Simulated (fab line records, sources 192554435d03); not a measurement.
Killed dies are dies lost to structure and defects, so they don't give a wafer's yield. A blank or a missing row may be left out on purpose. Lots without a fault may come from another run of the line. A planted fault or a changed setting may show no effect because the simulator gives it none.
One fault seen from 3 desks | flow n5_finfet | each desk has only its own numbers; what lay behind them comes last

THE DEFECT DESK
What the inspections along the route counted, lot by lot: means of the sampled wafers that have a number. A lot is out of limits, marked OUT, if its mean lies more than 4 standard deviations from the usual mean; the brackets give that distance.
Columns: A = raw_defect_count at N5_BEOL_M3_INSPECT_30, usual 447
lot  | first seen here | A
L799 | day 6 21:16     | 476
L802 | day 8 05:49     | 389
L807 | day 9 15:45     | 386
L809 | day 9 21:59     | 515
L819 | day 12 11:22    | 345
L821 | day 12 16:47    | 435
This desk's finding: nothing out of limits on any of the 6 lots.

THE TOOL OWNER'S DESK: ald_sin-01
The tool's own readings at N5_BEOL_M3_ALD_98 (deposits SiO2, target thk 2.5 nm, pulse time 1 s, co reactant pulse time 1 s): means of the sampled wafers that have a number, for each lot that ran on this tool. A lot is out of limits, marked OUT, if its mean lies more than 4 standard deviations from the usual mean; the brackets give that distance.
Columns: A = heater_power_w at N5_BEOL_M3_ALD_98, usual 80 W; B = precursor_pulse_height_rel at N5_BEOL_M3_ALD_98, usual 0.999
lot  | first seen here | A  | B
L799 | day 6 22:13     | 71 | 1.003
L807 | day 9 15:55     | 73 | 1.008
L809 | day 9 22:10     | 69 | 0.989
This desk's finding: nothing out of limits on any of the 3 lots.

THE METROLOGY DESK
What the gauges read, lot by lot, whatever tool the lot ran on: means of the sampled wafers that have a number. A lot is out of limits, marked OUT, if its mean lies more than 4 standard deviations from the usual mean; the brackets give that distance. Of its 12 readings 7 are shown: those that lie furthest out on some lot.
Columns: A = V2_OVL at N5_BEOL_M3_OVL_MEAS_29, usual -0.2 nm; B = IOFF_N at N5_BEOL_M4_RC_MEAS_101, usual 0.153 nA/um; C = IOFF_P at N5_BEOL_M4_RC_MEAS_101, usual 0.208 nA/um; D = ION_P at N5_BEOL_M4_RC_MEAS_101, usual 462 uA/um; E = SS_P at N5_BEOL_M4_RC_MEAS_101, usual 73.3 mV/dec; F = VT_N at N5_BEOL_M4_RC_MEAS_101, usual 250.4 mV; G = VT_P at N5_BEOL_M4_RC_MEAS_101, usual -250.5 mV
lot  | first seen here | A    | B     | C     | D   | E    | F     | G
L799 | day 6 21:11     | 0.2  | 0.152 | 0.186 | 458 | 72.9 | 251.6 | -255.0
L802 | day 8 05:43     | 0.8  | 0.196 | 0.278 | 471 | 74.5 | 246.1 | -244.0
L807 | day 9 15:40     | -0.5 | 0.143 | 0.196 | 457 | 73.3 | 252.0 | -252.4
L809 | day 9 21:54     | -0.8 | 0.138 | 0.216 | 466 | 73.0 | 251.6 | -248.5
L819 | day 12 11:16    | 0.6  | 0.164 | 0.209 | 461 | 73.4 | 249.9 | -251.4
L821 | day 12 16:42    | -0.6 | 0.166 | 0.219 | 465 | 73.7 | 249.3 | -250.6
This desk's finding: nothing out of limits on any of the 6 lots.

PUT TOGETHER
The defect desk saw nothing out of limits.
The tool owner's desk saw nothing out of limits.
The metrology desk saw nothing out of limits.

WHAT THE SIMULATOR HAD PUT IN
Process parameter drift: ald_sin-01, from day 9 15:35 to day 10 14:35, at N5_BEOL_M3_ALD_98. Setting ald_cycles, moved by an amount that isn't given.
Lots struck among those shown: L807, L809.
